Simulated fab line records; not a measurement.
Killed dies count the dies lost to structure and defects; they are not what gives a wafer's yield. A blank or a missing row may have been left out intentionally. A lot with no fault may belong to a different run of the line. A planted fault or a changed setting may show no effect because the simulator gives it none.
Matching of chambers || flow nand_harc || 4 sister chambers for NHARC_P_BONDPAD_CMP_19 on cmp-01
The step polishes, t overpolish 30 s, cu recess touch 16 s, target thk 160.81 nm. 8 wafers are shown with their chamber, then 8 later ones without.

## EACH WAFER AND ITS CHAMBER
{"wafer": "L083.5", "chamber": 3, "motor_current_A (A)": 11.4, "slurry_flow_ml_min": 149.7}
{"wafer": "L089.4", "chamber": 0, "motor_current_A (A)": 13.7, "slurry_flow_ml_min": 149.7}
{"wafer": "L089.5", "chamber": 1, "motor_current_A (A)": 11.8, "slurry_flow_ml_min": 150.5}
{"wafer": "L089.6", "chamber": 0, "motor_current_A (A)": 14.2, "slurry_flow_ml_min": 149.9}
{"wafer": "L090.1", "chamber": 2, "motor_current_A (A)": 12.8, "slurry_flow_ml_min": 150.7}
{"wafer": "L090.4", "chamber": 3, "motor_current_A (A)": 10.8, "slurry_flow_ml_min": 149.7}
{"wafer": "L090.5", "chamber": 2, "motor_current_A (A)": 11.9, "slurry_flow_ml_min": 149.7}
{"wafer": "L091.1", "chamber": 1, "motor_current_A (A)": 11.2, "slurry_flow_ml_min": 150.2}

## WAFERS MISSING THEIR CHAMBER
{"wafer": "L091.3", "motor_current_A (A)": 11.1, "slurry_flow_ml_min": 149.5}
{"wafer": "L091.4", "motor_current_A (A)": 14.2, "slurry_flow_ml_min": 149.7}
{"wafer": "L094.1", "motor_current_A (A)": 12.0, "slurry_flow_ml_min": 150.4}
{"wafer": "L094.2", "motor_current_A (A)": 11.3, "slurry_flow_ml_min": 149.2}
{"wafer": "L094.4", "motor_current_A (A)": 12.4, "slurry_flow_ml_min": 149.6}
{"wafer": "L096.1", "motor_current_A (A)": 14.7, "slurry_flow_ml_min": 149.5}
{"wafer": "L096.2", "motor_current_A (A)": 11.6, "slurry_flow_ml_min": 149.1}
{"wafer": "L096.6", "motor_current_A (A)": 14.1, "slurry_flow_ml_min": 149.1}

## CHAMBER TAKEN BY EACH
{"wafer": "L091.3", "from the rows above": "can't be placed: 3 or 1", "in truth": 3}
{"wafer": "L091.4", "from the rows above": 0, "in truth": 0}
{"wafer": "L094.1", "from the rows above": "can't be placed: 2 or 1 or 3", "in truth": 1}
{"wafer": "L094.2", "from the rows above": "can't be placed: 3 or 1", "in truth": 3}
{"wafer": "L094.4", "from the rows above": "can't be placed: 2 or 1 or 3 or 0", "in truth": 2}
{"wafer": "L096.1", "from the rows above": 0, "in truth": 0}
{"wafer": "L096.2", "from the rows above": "can't be placed: 3 or 2 or 1", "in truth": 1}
{"wafer": "L096.6", "from the rows above": 0, "in truth": 0}
Placed correctly: 3 of 8. Cannot be placed on the basis of these rows: 5; the candidates contain the true chamber in 5. Number placed wrongly: 0.
How it was worked out, from the rows above alone: a wafer's distance from a chamber is the root of the sum, over the readings, of the square of ((its reading less the chamber's mean) divided by the reading's scatter). The wafer belongs to the nearest chamber; if the next one is less than 2 further off, it can't be placed. For every chamber, the mean is computed from those of its wafers that are shown. The scatter is the square root of a quotient: the sum, over the shown wafers, of each reading's squared deviation from its chamber's mean, divided by wafers minus chambers.
